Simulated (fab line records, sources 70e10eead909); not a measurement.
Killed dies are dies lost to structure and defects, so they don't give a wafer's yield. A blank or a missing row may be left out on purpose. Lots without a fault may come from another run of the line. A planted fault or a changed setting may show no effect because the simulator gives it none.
Chamber matching | flow nand_harc | NHARC_A_STAIRCASE_TRIM_229 on rie_diel-05: 4 sister chambers
The step chemistry O2, time 211.2 s. 8 wafers are shown with their chamber, then 9 later ones without.

WAFERS WITH THEIR CHAMBER
wafer  | chamber | showerhead_plenum_p_Torr (Torr) | drypump_motor_current_A (A)
L078.1 | 2       | 3.50                            | 5.35
L080.5 | 3       | 3.78                            | 5.80
L080.6 | 0       | 3.33                            | 5.73
L084.1 | 3       | 3.78                            | 5.80
L084.4 | 2       | 3.50                            | 5.36
L082.1 | 0       | 3.32                            | 5.72
L082.2 | 1       | 3.36                            | 5.73
L082.6 | 1       | 3.36                            | 5.73

WAFERS WITHOUT THEIR CHAMBER
wafer  | showerhead_plenum_p_Torr (Torr) | drypump_motor_current_A (A)
L083.3 | 3.32                            | 5.72
L083.4 | 3.36                            | 5.74
L083.5 | 3.50                            | 5.34
L087.2 | 3.32                            | 5.73
L087.4 | 3.77                            | 5.81
L087.5 | 3.77                            | 5.78
L094.1 | 3.35                            | 5.73
L094.3 | 3.31                            | 5.73
L094.6 | 3.48                            | 5.35

WHICH CHAMBER EACH WENT THROUGH
wafer  | from the rows above | in truth
L083.3 | 0                   | 0
L083.4 | 1                   | 1
L083.5 | 2                   | 2
L087.2 | 0                   | 0
L087.4 | 3                   | 3
L087.5 | 3                   | 3
L094.1 | 1                   | 1
L094.3 | 0                   | 0
L094.6 | 2                   | 2
Placed correctly: 9 of 9. Can't be placed from these rows: 0. Placed wrongly: 0.
How it was worked out, from the rows above alone: a wafer's distance from a chamber is the root of the sum, over the readings, of the square of ((its reading less the chamber's mean) divided by the reading's scatter). The wafer belongs to the nearest chamber; if the next one is less than 2 further off, it can't be placed. A chamber's mean is the mean of its shown wafers. The scatter: the root of (the sum of the squares of (reading less its chamber's mean) over the shown wafers, divided by (wafers less chambers)).
